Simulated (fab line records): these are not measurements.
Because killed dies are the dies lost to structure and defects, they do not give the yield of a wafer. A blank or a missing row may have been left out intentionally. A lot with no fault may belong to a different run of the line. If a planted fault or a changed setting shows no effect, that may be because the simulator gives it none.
fab line records    flow nand-harc    part 2 of 2: steps 4 to 6 of 6
[record] lots = 24  wafers = 72  last-day = 33
route steps=1302 shown A_STAIRCASE@786
lots that met no fault: from a run of the same line without faults
start-h: the number of hours between the record's first day and the start of the first shown wafer of the lot    wait-h: hours since the lot's step before    " the same as in the row above    L1.1+2: a single row standing in for several wafers    - no value, or no start given    * or withheld: withheld    < > ~ a bound
route shown NAME@n: names a module that has steps shown in the file, with the first one's number in the route    usual: average and standard deviation across the fault-free wafers    same: alike in all rows    chamber/n: place in a boat    sites: per-site readings    _std_site: standard deviation across them    _edge_site: the outer-site mean with the inner-site mean subtracted    radius-mm: how far each site lies from the wafer's centre    mask NAME#n: copy n    behind: the last tool/chamber to shape the wafer    hold: what put the lot on hold/how long, in hours/how the hold closed    device: whichever transistor did not switch (one of n, p or np)    end of line: the route-end tests of the same wafers    step lacking rows: just its recipe    killed: at the first sort, the dies lost to defects and structure; wafer yield is something else    map: per-die view of a wafer (x killed, . not killed, _ where there is no die)
set.NAME: the run value of the setting; set.NAME@STEP: its run value at that earlier step    model.NAME: the simulator's own value behind a step, which no gauge read
the route's steps for a sample of lots (tables are steps, rows are wafers)
services: from which hour (start-h, from the record's first day; less than 0 if before it) a tool's chamber was out of use, for how many hours, and why
[[steps]]
[step NHARC_A_STAIRCASE_DESCUM_312]
[recipe] time-s = 3  o2-flow-sccm = 200  ar-flow-sccm = 0  bias-power-w = 0  chemistry = O2
[usual] drypump-motor-current-A = 5.7/0.55  oes-product-au = 1.000/0.011  rf-vpp-V = 57.8/0.87  showerhead-plenum-p-Torr = 1.91/0.095  throttle-valve-pct = 11.311/0.0097
lot.wafer  tool         chamber  start-h  wait-h  drypump-motor-current-A  oes-product-au  rf-hours-counter-h  rf-vpp-V  showerhead-plenum-p-Torr  throttle-valve-pct
L075.4     rie-diel-11  0        384.81   -       6.0                      0.999           38                  58.5      2.05                      11.312
L075.2     "            2        "        "       5.3                      1.026           41                  58.7      1.85                      11.322
L075.3     "            3        "        "       6.2                      1.001           38                  59.5      2.06                      11.317
L074.1     rie-diel-11  3        388.60   -       6.2                      1.004           39                  59.2      2.06                      11.281
L074.2     "            1        "        "       6.3                      0.993           41                  58.0      1.90                      11.294
L074.6     "            3        "        "       6.2                      0.990           -                   58.6      2.06                      11.304
L076.2     rie-diel-11  1        401.65   -       6.3                      1.007           48                  57.4      1.89                      11.297
L076.1     "            0        "        "       6.0                      1.016           44                  58.8      2.04                      11.315
L076.5     "            2        "        "       5.3                      1.025           -                   58.2      1.85                      11.308
L077.2     rie-diel-11  3        407.43   -       6.2                      0.996           50                  58.8      2.06                      11.324
L077.6     "            3        "        "       6.2                      0.990           -                   57.9      2.06                      11.310
L077.4     "            0        "        "       6.0                      0.999           -                   57.8      2.04                      11.298
L079.1     rie-diel-03  1        424.16   -       4.7                      0.995           35                  57.2      1.77                      11.301
L079.2     "            0        "        "       5.4                      1.013           35                  57.7      1.83                      11.314
L079.5     "            1        "        "       4.7                      1.000           -                   56.1      1.77                      11.307
L078.2     rie-diel-03  3        428.52   -       5.8                      1.017           22                  56.4      1.95                      11.304
L078.3     "            0        "        "       5.4                      1.014           36                  56.6      1.83                      11.301
L078.6     "            1        "        "       4.7                      1.006           -                   57.3      1.77                      11.296
L080.3     rie-diel-13  3        442.09   -       5.3                      0.999           40                  59.3      2.06                      11.317
L080.5     "            0        "        "       6.5                      1.014           -                   56.0      1.87                      11.302
L080.6     "            1        "        "       4.8                      0.999           -                   57.5      1.85                      11.293
L081.3     rie-diel-13  1        443.81   -       4.8                      0.989           42                  57.3      1.85                      11.305
L081.1     "            2        "        "       5.6                      1.004           42                  56.8      1.83                      11.301
L081.6     "            3        "        "       5.2                      1.004           -                   57.8      2.06                      11.315
L082.1     rie-diel-11  3        478.30   -       6.2                      0.997           12                  59.2      2.05                      11.310
L082.3     "            1        "        "       6.3                      0.997           13                  56.9      1.89                      11.294
L082.5     "            3        "        "       6.2                      0.988           -                   58.0      2.05                      11.319
L083.1     rie-diel-13  0        480.68   -       6.5                      1.013           46                  58.2      1.86                      11.316
L083.2     "            2        "        "       5.6                      0.994           55                  56.6      1.83                      11.316
L083.5     "            1        "        "       4.8                      0.994           -                   56.3      1.85                      11.303
L085.3     rie-diel-11  0        485.75   -       6.0                      1.002           13                  60.0      2.03                      11.326
L085.5     "            0        "        "       6.0                      1.004           -                   57.7      2.03                      11.315
L085.6     "            1        "        "       6.3                      0.994           -                   58.0      1.89                      11.318
L084.3     rie-diel-11  3        486.04   -       6.2                      0.985           14                  57.2      2.05                      11.313
L084.5     "            0        "        "       6.0                      1.008           -                   58.7      2.03                      11.305
L084.6     "            1        "        "       6.3                      0.990           -                   57.5      1.89                      11.320
L086.3     rie-diel-03  1        514.23   -       4.7                      1.000           18                  57.5      1.77                      11.311
L086.2     "            2        "        "       5.8                      0.990           3                   57.8      1.93                      11.337
L086.6     "            3        "        "       5.9                      1.011           -                   56.4      1.95                      11.318
L087.1     rie-diel-03  1        524.49   -       4.7                      0.988           20                  57.4      1.76                      11.296
L087.6     "            2        "        "       5.8                      0.991           -                   56.5      1.93                      11.320
L087.5     "            3        "        "       5.8                      1.006           -                   57.5      1.95                      11.309
L089.1     rie-diel-03  1        525.99   -       4.7                      0.992           20                  57.8      1.76                      11.327
L089.4     "            2        "        "       5.8                      0.983           5                   58.8      1.93                      11.317
L089.3     "            3        "        "       5.8                      0.985           20                  57.7      1.95                      11.317
L088.4     rie-diel-11  2        530.40   -       5.3                      1.002           28                  57.9      1.83                      11.305
L088.6     "            0        "        "       5.9                      1.007           -                   57.8      2.03                      11.306
L088.5     "            1        "        "       6.3                      0.990           -                   58.6      1.88                      11.324
L090.3     rie-diel-03  2        536.32   -       5.8                      0.986           12                  57.4      1.93                      11.321
L090.2     "            0        "        "       5.5                      0.995           28                  56.3      1.82                      11.298
L090.6     "            1        "        "       4.7                      0.996           -                   57.4      1.76                      11.313
L091.3     rie-diel-03  2        560.58   -       5.9                      1.000           16                  57.6      1.92                      11.302
L091.2     "            3        "        "       5.8                      1.007           31                  59.2      1.94                      11.303
L091.6     "            3        "        "       5.8                      1.013           -                   57.1      1.94                      11.320
L092.1     rie-diel-13  2        569.40   -       5.6                      0.989           12                  57.8      1.82                      11.320
L092.5     "            3        "        "       5.2                      0.987           -                   59.2      2.05                      11.310
L092.6     "            0        "        "       6.5                      0.996           -                   57.9      1.85                      11.314
L093.2     rie-diel-11  2        572.49   -       5.3                      1.009           42                  56.6      1.83                      11.305
L093.3     "            3        "        "       6.2                      0.988           46                  58.5      2.04                      11.324
L093.5     "            1        "        "       6.3                      0.981           -                   57.3      1.88                      11.305
L094.1     rie-diel-13  3        578.22   -       5.3                      0.988           20                  57.6      2.05                      11.301
L094.3     "            2        "        "       5.6                      1.003           17                  56.7      1.82                      11.312
L094.6     "            3        "        "       5.2                      1.006           -                   57.4      2.05                      11.313
L095.4     rie-diel-03  3        600.74   -       5.8                      1.005           39                  56.7      1.94                      11.307
L095.1     "            1        "        "       4.7                      0.981           41                  57.2      1.76                      11.324
L095.5     "            3        "        "       5.9                      0.992           -                   59.1      1.94                      11.305
L096.3     rie-diel-11  3        608.48   -       6.2                      0.994           57                  58.1      2.04                      11.317
L096.4     "            0        "        "       6.0                      0.998           56                  58.0      2.02                      11.320
L096.1     "            1        "        "       6.3                      0.994           56                  58.4      1.87                      11.323
L097.4     rie-diel-13  2        614.23   -       5.7                      1.010           30                  56.4      1.82                      11.327
L097.2     "            3        "        "       5.2                      0.991           33                  57.4      2.04                      11.309
L097.5     "            2        "        "       5.7                      1.003           -                   57.5      1.82                      11.311
[step NHARC_A_STAIRCASE_DEP_151]
[recipe] target-thk-a = 72000  temp-c = 400  target-thk-nm = 7200  teos-flow-sccm = 200  rf-w = 500  material = SiO2
[usual] heater-power-w = 589/91
lot.wafer  tool      chamber  start-h  wait-h  heater-power-w
L074.2     pecvd-04  1        407.08   0.5     557
L074.1     "         2        "        "       614
L074.6     "         2        "        "       513
L075.2     pecvd-02  0        407.46   0.8     659
L075.4     "         1        "        "       581
L075.3     "         0        "        "       558
L076.1     pecvd-01  1        419.15   0.4     740
L076.2     "         0        "        "       566
L076.5     "         1        "        "       598
L077.2     pecvd-01  1        423.08   0.4     720
L077.6     "         2        "        "       480
L077.4     "         0        "        "       552
L079.2     pecvd-01  0        439.35   0.4     681
L079.1     "         2        "        "       564
L079.5     "         1        "        "       616
L078.3     pecvd-01  0        443.80   0.4     669
L078.2     "         1        "        "       746
L078.6     "         0        "        "       549
L081.1     pecvd-01  0        457.29   0.4     666
L081.3     "         0        "        "       562
L081.6     "         0        "        "       549
L080.3     pecvd-02  2        457.47   0.6     516
L080.6     "         1        "        "       539
L080.5     "         2        "        "       427
L082.3     pecvd-04  2        496.02   0.4     597
L082.1     "         0        "        "       762
L082.5     "         0        "        "       670
L083.2     pecvd-02  1        500.72   0.5     652
L083.1     "         2        "        "       519
L083.5     "         2        "        "       421
L084.3     pecvd-04  1        500.81   0.6     598
L084.6     "         1        "        "       496
L084.5     "         2        "        "       493
L085.3     pecvd-02  0        501.19   0.9     745
L085.5     "         1        "        "       536
L085.6     "         2        "        "       433
L086.3     pecvd-02  1        529.39   0.4     639
L086.2     "         0        "        "       666
L086.6     "         2        "        "       422
L087.1     pecvd-02  1        540.16   0.4     679
L087.5     "         1        "        "       529
L087.6     "         2        "        "       425
L089.1     pecvd-01  0        540.26   0.5     614
L089.3     "         1        "        "       654
L089.4     "         0        "        "       552
L088.6     pecvd-01  1        546.73   0.7     633
L088.5     "         2        "        "       508
L088.4     "         0        "        "       542
L090.3     pecvd-01  0        551.67   0.5     582
L090.2     "         1        "        "       754
L090.6     "         2        "        "       508
L091.3     pecvd-02  0        575.69   0.5     739
L091.2     "         1        "        "       657
L091.6     "         0        "        "       613
L092.1     pecvd-02  1        587.26   0.4     562
L092.5     "         2        "        "       417
L092.6     "         0        "        "       621
L093.3     pecvd-04  2        587.26   0.4     581
L093.2     "         0        "        "       822
L093.5     "         0        "        "       650
L094.3     pecvd-04  0        593.46   0.4     756
L094.1     "         2        "        "       579
L094.6     "         2        "        "       497
L095.1     pecvd-02  1        615.86   0.6     666
L095.5     "         2        "        "       424
L095.4     "         1        "        "       540
L096.1     pecvd-04  1        623.48   0.4     525
L096.3     "         0        "        "       828
L096.4     "         2        "        "       497
L097.2     pecvd-01  1        634.65   0.6     657
L097.5     "         2        "        "       505
L097.4     "         0        "        "       560
[step NHARC_A_STAIRCASE_CMP_450]
[recipe] target-thk-nm = 200  material = SiO2
[usual] motor-current-A = 12.2/1.2  slurry-flow-ml-min = 150.0/0.44
lot.wafer  tool    chamber  start-h  wait-h  motor-current-A  slurry-flow-ml-min
L075.3     cmp-01  0        438.13   -       13.3             149.5
L075.4     "       1        "        "       13.1             150.5
L075.2     "       3        "        "       10.4             150.1
L074.2     cmp-02  3        443.68   -       10.1             150.0
L074.1     "       0        "        "       14.6             150.3
L074.6     "       2        "        "       12.3             149.8
L076.1     cmp-03  2        448.84   -       12.2             149.9
L076.2     "       3        "        "       12.7             150.3
L076.5     "       3        "        "       13.6             150.6
L077.2     cmp-03  1        449.95   -       10.0             150.3
L077.4     "       3        "        "       12.7             149.5
L077.6     "       2        "        "       12.2             149.7
L078.3     cmp-02  3        474.68   -       9.7              150.6
L078.2     "       0        "        "       13.5             150.1
L078.6     "       2        "        "       13.3             148.9
L079.2     cmp-01  2        475.38   -       12.1             149.7
L079.1     "       3        "        "       10.2             150.2
L079.5     "       1        "        "       12.2             149.7
L081.3     cmp-02  1        490.73   -       12.3             150.1
L081.1     "       0        "        "       12.8             149.8
L081.6     "       1        "        "       12.5             149.8
L080.3     cmp-01  1        491.98   -       12.4             150.3
L080.6     "       0        "        "       13.0             149.5
L080.5     "       1        "        "       11.7             149.8
L082.1     cmp-02  0        525.17   -       13.8             150.5
L082.3     "       2        "        "       12.6             149.5
L082.5     "       1        "        "       12.1             150.1
L084.3     cmp-03  3        532.76   -       13.3             149.9
L084.6     "       0        "        "       14.3             150.4
L084.5     "       1        "        "       9.7              150.8
L083.2     cmp-01  2        533.01   -       11.9             149.1
L083.1     "       1        "        "       12.7             149.6
L083.5     "       3        "        "       10.4             149.7
L085.3     cmp-02  3        535.63   -       10.1             150.7
L085.5     "       1        "        "       12.8             150.1
L085.6     "       2        "        "       12.9             150.2
L086.2     cmp-03  2        564.70   -       12.4             149.8
L086.3     "       3        "        "       13.5             150.0
L086.6     "       2        "        "       12.4             149.7
L087.1     cmp-01  3        574.85   -       10.6             151.1
L087.5     "       1        "        "       12.4             149.6
L087.6     "       2        "        "       12.0             150.3
L089.4     cmp-02  0        575.04   -       13.4             149.2
L089.3     "       1        "        "       12.3             150.1
L089.1     "       3        "        "       10.5             149.5
L090.2     cmp-02  0        584.16   -       13.8             149.9
L090.3     "       2        "        "       12.7             150.0
L090.6     "       0        "        "       13.6             149.9
L088.4     cmp-02  2        584.46   -       12.2             150.0
L088.6     "       3        "        "       10.1             149.4
L088.5     "       0        "        "       13.8             149.5
L091.2     cmp-01  0        607.70   -       12.6             150.2
L091.3     "       1        "        "       12.6             149.4
L091.6     "       2        "        "       12.6             150.6
L093.3     cmp-03  2        620.06   -       11.8             150.4
L093.2     "       3        "        "       13.1             148.8
L093.5     "       2        "        "       12.2             150.0
L092.1     cmp-02  0        620.08   -       13.0             150.5
L092.6     "       1        "        "       12.7             149.6
L092.5     "       2        "        "       13.4             149.7
L094.1     cmp-01  1        622.90   -       12.9             150.0
L094.3     "       2        "        "       12.1             150.2
L094.6     "       0        "        "       12.4             150.5
L095.1     cmp-02  3        647.71   -       10.6             150.1
L095.4     "       0        "        "       13.2             150.3
L095.5     "       2        "        "       12.6             149.9
L096.3     cmp-02  2        654.10   -       12.7             150.7
L096.1     "       3        "        "       10.5             149.7
L096.4     "       0        "        "       13.8             150.2
L097.4     cmp-01  1        666.77   -       13.1             149.9
L097.2     "       2        "        "       12.2             149.9
L097.5     "       0        "        "       13.0             149.7
[[services]]
tool         chamber  start-h  hours  kind
cmp-02       -        370.27   2.7    repair
rie-diel-03  -        382.87   19.8   repair
rie-diel-11  1        406.30   4.6    repair
rie-diel-03  -        407.22   0.5    repair
rie-diel-11  0        412.92   1.2    repair
rie-diel-13  0        414.23   11.1   repair
cmp-02       -        428.65   4.0    pm
rie-diel-11  -        432.72   9.0    pm
cmp-02       -        436.43   0.5    repair
cmp-02       -        452.94   1.7    repair
rie-diel-03  -        458.48   9.0    pm
rie-diel-11  0        477.13   5.4    repair
rie-diel-11  -        480.17   0.7    repair
rie-diel-11  2        485.48   1.2    repair
rie-diel-13  -        520.02   9.0    pm
cmp-02       -        526.65   4.0    pm
rie-diel-11  0        544.89   2.9    repair
rie-diel-03  -        565.19   7.5    repair
cmp-02       -        598.75   1.3    repair
cmp-02       -        605.18   6.7    repair
rie-diel-11  -        609.72   9.0    pm
rie-diel-03  -        635.48   9.0    pm
rie-diel-13  2        637.12   12.7   repair
rie-diel-11  1        656.74   4.0    repair
